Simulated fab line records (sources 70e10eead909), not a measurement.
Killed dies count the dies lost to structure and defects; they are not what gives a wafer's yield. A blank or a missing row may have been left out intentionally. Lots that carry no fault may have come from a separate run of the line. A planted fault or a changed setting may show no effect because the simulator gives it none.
Matching of chambers / flow nand-harc / 4 sister chambers for NHARC_A_CONTACT_ETCH_106 on rie-diel-08
The step etches the open film in CF4/O2, target depth 90 nm, overetch 9 nm, time 49.5 s. 30 wafers are shown with their chamber, then 12 later ones without.

WAFERS PAIRED WITH THEIR CHAMBERS
wafer=L074.1; chamber=1; drypump-motor-current-A (A)=6.6; showerhead-plenum-p-Torr (Torr)=1.31; oes-product-au (a.u.)=0.992
wafer=L074.3; chamber=3; drypump-motor-current-A (A)=6.4; showerhead-plenum-p-Torr (Torr)=1.32; oes-product-au (a.u.)=0.994
wafer=L074.5; chamber=2; drypump-motor-current-A (A)=5.7; showerhead-plenum-p-Torr (Torr)=1.29; oes-product-au (a.u.)=0.978
wafer=L076.4; chamber=0; drypump-motor-current-A (A)=5.6; showerhead-plenum-p-Torr (Torr)=1.29; oes-product-au (a.u.)=1.011
wafer=L076.5; chamber=1; drypump-motor-current-A (A)=6.7; showerhead-plenum-p-Torr (Torr)=1.31; oes-product-au (a.u.)=1.000
wafer=L076.6; chamber=0; drypump-motor-current-A (A)=5.6; showerhead-plenum-p-Torr (Torr)=1.29; oes-product-au (a.u.)=1.004
wafer=L078.1; chamber=3; drypump-motor-current-A (A)=6.5; showerhead-plenum-p-Torr (Torr)=1.32; oes-product-au (a.u.)=1.000
wafer=L078.3; chamber=1; drypump-motor-current-A (A)=6.7; showerhead-plenum-p-Torr (Torr)=1.31; oes-product-au (a.u.)=0.977
wafer=L078.6; chamber=3; drypump-motor-current-A (A)=6.5; showerhead-plenum-p-Torr (Torr)=1.32; oes-product-au (a.u.)=0.999
wafer=L079.1; chamber=0; drypump-motor-current-A (A)=5.6; showerhead-plenum-p-Torr (Torr)=1.29; oes-product-au (a.u.)=0.999
wafer=L079.2; chamber=3; drypump-motor-current-A (A)=6.5; showerhead-plenum-p-Torr (Torr)=1.32; oes-product-au (a.u.)=1.002
wafer=L079.4; chamber=2; drypump-motor-current-A (A)=5.7; showerhead-plenum-p-Torr (Torr)=1.29; oes-product-au (a.u.)=0.983
wafer=L081.1; chamber=0; drypump-motor-current-A (A)=5.6; showerhead-plenum-p-Torr (Torr)=1.29; oes-product-au (a.u.)=0.989
wafer=L081.4; chamber=1; drypump-motor-current-A (A)=6.6; showerhead-plenum-p-Torr (Torr)=1.31; oes-product-au (a.u.)=0.984
wafer=L081.6; chamber=0; drypump-motor-current-A (A)=5.6; showerhead-plenum-p-Torr (Torr)=1.29; oes-product-au (a.u.)=0.997
wafer=L082.1; chamber=3; drypump-motor-current-A (A)=6.5; showerhead-plenum-p-Torr (Torr)=1.31; oes-product-au (a.u.)=1.005
wafer=L082.2; chamber=0; drypump-motor-current-A (A)=5.6; showerhead-plenum-p-Torr (Torr)=1.29; oes-product-au (a.u.)=1.001
wafer=L082.5; chamber=2; drypump-motor-current-A (A)=5.7; showerhead-plenum-p-Torr (Torr)=1.29; oes-product-au (a.u.)=0.979
wafer=L084.1; chamber=3; drypump-motor-current-A (A)=6.5; showerhead-plenum-p-Torr (Torr)=1.31; oes-product-au (a.u.)=0.995
wafer=L084.3; chamber=2; drypump-motor-current-A (A)=5.7; showerhead-plenum-p-Torr (Torr)=1.29; oes-product-au (a.u.)=0.981
wafer=L084.6; chamber=1; drypump-motor-current-A (A)=6.6; showerhead-plenum-p-Torr (Torr)=1.31; oes-product-au (a.u.)=0.976
wafer=L086.2; chamber=3; drypump-motor-current-A (A)=6.5; showerhead-plenum-p-Torr (Torr)=1.31; oes-product-au (a.u.)=1.000
wafer=L086.4; chamber=1; drypump-motor-current-A (A)=6.6; showerhead-plenum-p-Torr (Torr)=1.31; oes-product-au (a.u.)=0.992
wafer=L086.6; chamber=0; drypump-motor-current-A (A)=5.6; showerhead-plenum-p-Torr (Torr)=1.29; oes-product-au (a.u.)=0.990
wafer=L087.1; chamber=2; drypump-motor-current-A (A)=5.7; showerhead-plenum-p-Torr (Torr)=1.29; oes-product-au (a.u.)=0.983
wafer=L087.4; chamber=1; drypump-motor-current-A (A)=6.6; showerhead-plenum-p-Torr (Torr)=1.31; oes-product-au (a.u.)=0.988
wafer=L087.5; chamber=1; drypump-motor-current-A (A)=6.6; showerhead-plenum-p-Torr (Torr)=1.31; oes-product-au (a.u.)=0.995
wafer=L089.1; chamber=2; drypump-motor-current-A (A)=5.7; showerhead-plenum-p-Torr (Torr)=1.29; oes-product-au (a.u.)=0.991
wafer=L089.2; chamber=0; drypump-motor-current-A (A)=5.6; showerhead-plenum-p-Torr (Torr)=1.29; oes-product-au (a.u.)=1.003
wafer=L089.4; chamber=1; drypump-motor-current-A (A)=6.6; showerhead-plenum-p-Torr (Torr)=1.31; oes-product-au (a.u.)=1.007

SIGNATURES (averages over the wafers above)
reading=drypump-motor-current-A; chamber 0=5.600; chamber 1=6.622; chamber 2=5.700; chamber 3=6.486; scatter within a chamber=0.0305
reading=showerhead-plenum-p-Torr; chamber 0=1.2900; chamber 1=1.3100; chamber 2=1.2900; chamber 3=1.3157; scatter within a chamber=0.00257
reading=oes-product-au; chamber 0=0.99925; chamber 1=0.99011; chamber 2=0.98250; chamber 3=0.99929; scatter within a chamber=0.00733
Rule: a wafer lies at a distance from a chamber equal to the root of the sum of squares, over the readings, of (its reading less the chamber's mean, divided by the reading's scatter). If the next closest chamber is less than 2 further off than the closest, the wafer can't be placed; otherwise it belongs to the closest. The scatter: take each reading less its chamber's mean, square it, sum over the shown wafers, divide by the number of wafers less the number of chambers, and take the root.

WAFERS WITH NO CHAMBER GIVEN
wafer=L092.2; drypump-motor-current-A (A)=5.6; showerhead-plenum-p-Torr (Torr)=1.29; oes-product-au (a.u.)=1.004
wafer=L092.3; drypump-motor-current-A (A)=6.6; showerhead-plenum-p-Torr (Torr)=1.31; oes-product-au (a.u.)=0.991
wafer=L092.5; drypump-motor-current-A (A)=6.6; showerhead-plenum-p-Torr (Torr)=1.31; oes-product-au (a.u.)=1.001
wafer=L091.4; drypump-motor-current-A (A)=6.6; showerhead-plenum-p-Torr (Torr)=1.31; oes-product-au (a.u.)=0.991
wafer=L091.5; drypump-motor-current-A (A)=6.6; showerhead-plenum-p-Torr (Torr)=1.31; oes-product-au (a.u.)=0.980
wafer=L091.6; drypump-motor-current-A (A)=5.7; showerhead-plenum-p-Torr (Torr)=1.29; oes-product-au (a.u.)=0.982
wafer=L095.1; drypump-motor-current-A (A)=5.7; showerhead-plenum-p-Torr (Torr)=1.29; oes-product-au (a.u.)=0.978
wafer=L095.3; drypump-motor-current-A (A)=5.6; showerhead-plenum-p-Torr (Torr)=1.29; oes-product-au (a.u.)=1.004
wafer=L095.6; drypump-motor-current-A (A)=5.7; showerhead-plenum-p-Torr (Torr)=1.29; oes-product-au (a.u.)=0.986
wafer=L096.2; drypump-motor-current-A (A)=6.6; showerhead-plenum-p-Torr (Torr)=1.31; oes-product-au (a.u.)=1.012
wafer=L096.5; drypump-motor-current-A (A)=5.7; showerhead-plenum-p-Torr (Torr)=1.28; oes-product-au (a.u.)=0.998
wafer=L096.6; drypump-motor-current-A (A)=6.5; showerhead-plenum-p-Torr (Torr)=1.31; oes-product-au (a.u.)=0.994

WHICH CHAMBER EACH ONE RAN IN
wafer=L092.2; from the rows above=0; in truth=0
wafer=L092.3; from the rows above=1; in truth=1
wafer=L092.5; from the rows above=1; in truth=1
wafer=L091.4; from the rows above=1; in truth=1
wafer=L091.5; from the rows above=1; in truth=1
wafer=L091.6; from the rows above=2; in truth=2
wafer=L095.1; from the rows above=2; in truth=2
wafer=L095.3; from the rows above=0; in truth=0
wafer=L095.6; from the rows above=2; in truth=2
wafer=L096.2; from the rows above=can't be placed: 1 or 3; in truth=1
wafer=L096.5; from the rows above=can't be placed: 2 or 0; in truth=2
wafer=L096.6; from the rows above=can't be placed: 3 or 1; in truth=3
9 of 12 placed correctly. From these rows, 3 cannot be placed; in 3 the true chamber is one of the candidates. Number placed wrongly: 0.
